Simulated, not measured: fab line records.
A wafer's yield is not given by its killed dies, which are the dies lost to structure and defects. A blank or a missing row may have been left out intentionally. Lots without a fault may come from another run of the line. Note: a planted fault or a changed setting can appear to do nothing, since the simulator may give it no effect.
Split-lot trial -- flow n5Finfet -- 21 wafers read across 7 lots, on a route 1938 steps long

## THE SPLIT
At N5_PASSIVATION_PASS_ETCH_47 (etches SiNx in CF4/O2, target depth 770 nm, time 385 s), the setting timeS was moved away from the recipe's 385 s on 7 of the 21 wafers read, by -11.3% to +18.3%. For the rest of the wafers, this setting stayed at what the recipe calls for.

Reading taken at the split's own step.

## THE READING
etch.depthNm (the simulator's own value, which no gauge read), in nm, at N5_PASSIVATION_PASS_ETCH_47 (etches SiNx in CF4/O2, target depth 770 nm, time 385 s). The file does not state a usual value for it. The 14 wafers here that ran the recipe average 771.0 nm, standard deviation 11 nm.

wafer,"tool, chamber at the split","timeS as run, s",against the recipe,"etch.depthNm, nm",against lot-mates on the recipe
L076.2,"rieDiel-01, 1",341.6,-11.3%,688.4,-78.8
L076.4,"rieDiel-01, 2",385,recipe,767.2,-
L076.6,"rieDiel-01, 1",341.6,-11.3%,684.8,-82.4
L075.2,"rieDiel-06, 0",385,recipe,772.3,-
L075.5,"rieDiel-06, 2",358.5,-6.9%,723.2,-46.1
L075.6,"rieDiel-06, 0",385,recipe,766.4,-
L084.3,"rieDiel-01, 2",385,recipe,756.1,-
L084.4,"rieDiel-01, 3",424.8,+10.3%,835.2,+78.4
L084.5,"rieDiel-01, 3",385,recipe,757.5,-
L088.3,"rieDiel-01, 1",385,recipe,767.5,-
L088.4,"rieDiel-01, 0",385,recipe,793.2,-
L088.5,"rieDiel-01, 1",385,recipe,771.4,-
L091.3,"rieDiel-06, 3",455.3,+18.3%,891.8,+131.2
L091.5,"rieDiel-06, 3",455.3,+18.3%,894.7,+134.1
L091.6,"rieDiel-06, 2",385,recipe,760.6,-
L093.2,"rieDiel-04, 1",385,recipe,772.8,-
L093.3,"rieDiel-04, 0",342.5,-11.0%,697.2,-81.1
L093.4,"rieDiel-04, 0",385,recipe,783.9,-
L095.2,"rieDiel-01, 3",385,recipe,766.4,-
L095.3,"rieDiel-01, 0",385,recipe,792.1,-
L095.5,"rieDiel-01, 3",385,recipe,766.3,-

THE FIT
A straight line over all 21 wafers: etch.depthNm changes by +6.84 nm for each +1% of timeS; r = +0.98; the points scatter about the line by 9.9 nm.
The same after taking each lot's own level away (the mean of its wafers on the recipe; 21 wafers): +7.25 nm for each +1%; r = +0.99; scatter 7 nm.
On that fit, the largest move of timeS shifts the reading by 1.3e+02 nm.
Measured against the standard deviation above, the lots' own levels, which go from 756.80 to 778.35 nm, span 1.9 times it.
Hence the lot-to-lot level has little effect on the slope; both slopes agree.
Check: +134 nm against its lot-mates is what the line predicts for one of the wafers moved furthest among these (+18.3%) when that wafer is left out of the fit. Against them it came out at +131 nm.

## THESE WAFERS: OTHER SPLITS
These wafers also went through other splits before the reading. Each is held against what the fit with the lots' levels taken away leaves over:
other split on the same wafers,wafers away from the commonest value,r with etch.depthNm (lot level and that fit taken away)
N5_PASSIVATION_AL_DEP_21 timeS,3,+0.20

## FILE'S OWN FIT
etch.depthNm changes by +7.27 nm for each +1% of timeS, r = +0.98.
